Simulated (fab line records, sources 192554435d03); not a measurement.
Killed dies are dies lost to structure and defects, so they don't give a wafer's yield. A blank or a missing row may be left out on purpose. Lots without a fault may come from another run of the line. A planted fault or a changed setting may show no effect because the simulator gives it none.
Split-lot experiment | flow n5_finfet | 7 lots, 21 wafers read, on a route of 1938 steps

THE SPLIT
At N5_BEOL_M5_EXPOSE_25 (exposes mask V4, defocus 10 nm), the setting dose_mj was moved away from the recipe's 52.75 on 7 of the 21 wafers read, by -2.4% to +5.4%. The other wafers ran this setting at the recipe's value.

FROM THE SPLIT TO THE READING: what the file shows between them, 5 steps
- N5_BEOL_M5_PEB_26: peb time 60 s
- N5_BEOL_M5_DEVELOP_27: develop time 30 s
- N5_BEOL_M5_DESCUM_33: chemistry O2, time 7 s
- N5_BEOL_M5_ETCH_75: etches underlayer in N2/H2, target depth 6.5 nm, time 5.2 s
- N5_BEOL_M5_ETCH_67: etches SiARC in CF4, target depth 15.6 nm, time 26 s

THE READING
BEOL_M5.cd_nm (the simulator's own value, which no gauge read), in nm, at N5_BEOL_M5_ETCH_68 (etches SOC in N2/H2, target depth 80 nm, overetch 16 nm, time 120 s). The file gives no usual value for it. The 14 wafers here that ran the recipe average 28.1 nm, standard deviation 0.31 nm.

wafer  | tool, chamber at the split | dose_mj as run | against the recipe | BEOL_M5.cd_nm, nm | against lot-mates on the recipe
L078.2 | euv_scanner-01, 0          | 52.75          | recipe             | 28.2              | -
L078.5 | euv_scanner-01, 0          | 52.75          | recipe             | 28.4              | -
L078.6 | euv_scanner-01, 0          | 52.75          | recipe             | 28.6              | -
L081.1 | euv_scanner-01, 0          | 52.75          | recipe             | 27.6              | -
L081.4 | euv_scanner-01, 0          | 51.69          | -2.0%              | 27.2              | -0.4
L081.5 | euv_scanner-01, 0          | 51.69          | -2.0%              | 27.6              | +0.0
L083.1 | euv_scanner-02, 0          | 52.75          | recipe             | 28.2              | -
L083.2 | euv_scanner-02, 0          | 52.75          | recipe             | 28.2              | -
L083.3 | euv_scanner-02, 0          | 52.75          | recipe             | 28.6              | -
L088.4 | euv_scanner-01, 0          | 52.75          | recipe             | 28.4              | -
L088.5 | euv_scanner-01, 0          | 52.75          | recipe             | 28.2              | -
L088.6 | euv_scanner-01, 0          | 55.47          | +5.2%              | 29                | +0.7
L089.2 | euv_scanner-01, 0          | 52.75          | recipe             | 28                | -
L089.3 | euv_scanner-01, 0          | 52.75          | recipe             | 27.8              | -
L089.5 | euv_scanner-01, 0          | 55.62          | +5.4%              | 29.8              | +1.9
L090.1 | euv_scanner-02, 0          | 54.17          | +2.7%              | 28.4              | +0.8
L090.2 | euv_scanner-02, 0          | 54.17          | +2.7%              | 29                | +1.4
L090.4 | euv_scanner-02, 0          | 52.75          | recipe             | 27.6              | -
L093.1 | euv_scanner-02, 0          | 51.5           | -2.4%              | 26.8              | -1.2
L093.2 | euv_scanner-02, 0          | 52.75          | recipe             | 28                | -
L093.6 | euv_scanner-02, 0          | 52.75          | recipe             | 28                | -

THE FIT
A straight line over all 21 wafers: BEOL_M5.cd_nm changes by +0.279 nm for each +1% of dose_mj; r = +0.85; the points scatter about the line by 0.35 nm.
The same after taking each lot's own level away (the mean of its wafers on the recipe; 21 wafers): +0.276 nm for each +1%; r = +0.87; scatter 0.32 nm.
On that fit, the largest move of dose_mj shifts the reading by 1.5 nm.
The lots' own levels span 27.60 to 28.40 nm, that is 2.6 times the standard deviation above.
So the lot-to-lot level changes the slope little: the two slopes agree.
Check: with one of the wafers moved furthest among these (+5.4%) left out of the fit, the line predicts +1.32 nm for it against its lot-mates. It came out at +1.9 nm against them.

OTHER SPLITS ON THESE WAFERS
These wafers also went through other splits before the reading. Each is held against what the fit with the lots' levels taken away leaves over:
other split on the same wafers | wafers away from the commonest value | r with BEOL_M5.cd_nm (lot level and that fit taken away)
N5_BEOL_M3_COAT_67 spin_rpm    | 7                                    | -0.05
N5_BEOL_M4_COAT_05 spin_rpm    | 4                                    | -0.19
N5_BEOL_M5_COAT_74 spin_rpm    | 6                                    | -0.22

THE WHOLE CHAIN: every reading that the file lists as answering this split, in the file's order
step               | what it does                                                        | reading                                                        | change (the file's fit)               | r (the file's)
N5_BEOL_M5_ETCH_67 | etches SiARC in CF4, target depth 15.6 nm, time 26 s                | BEOL_M5.cd_nm (the simulator's own value, which no gauge read) | +0.324 nm for each +1% of the setting | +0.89
N5_BEOL_M5_ETCH_68 | etches SOC in N2/H2, target depth 80 nm, overetch 16 nm, time 120 s | BEOL_M5.cd_nm (the simulator's own value, which no gauge read) | +0.276 nm for each +1% of the setting | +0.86

THE FILE'S OWN FIT
BEOL_M5.cd_nm changes by +0.276 nm for each +1% of dose_mj, r = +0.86.
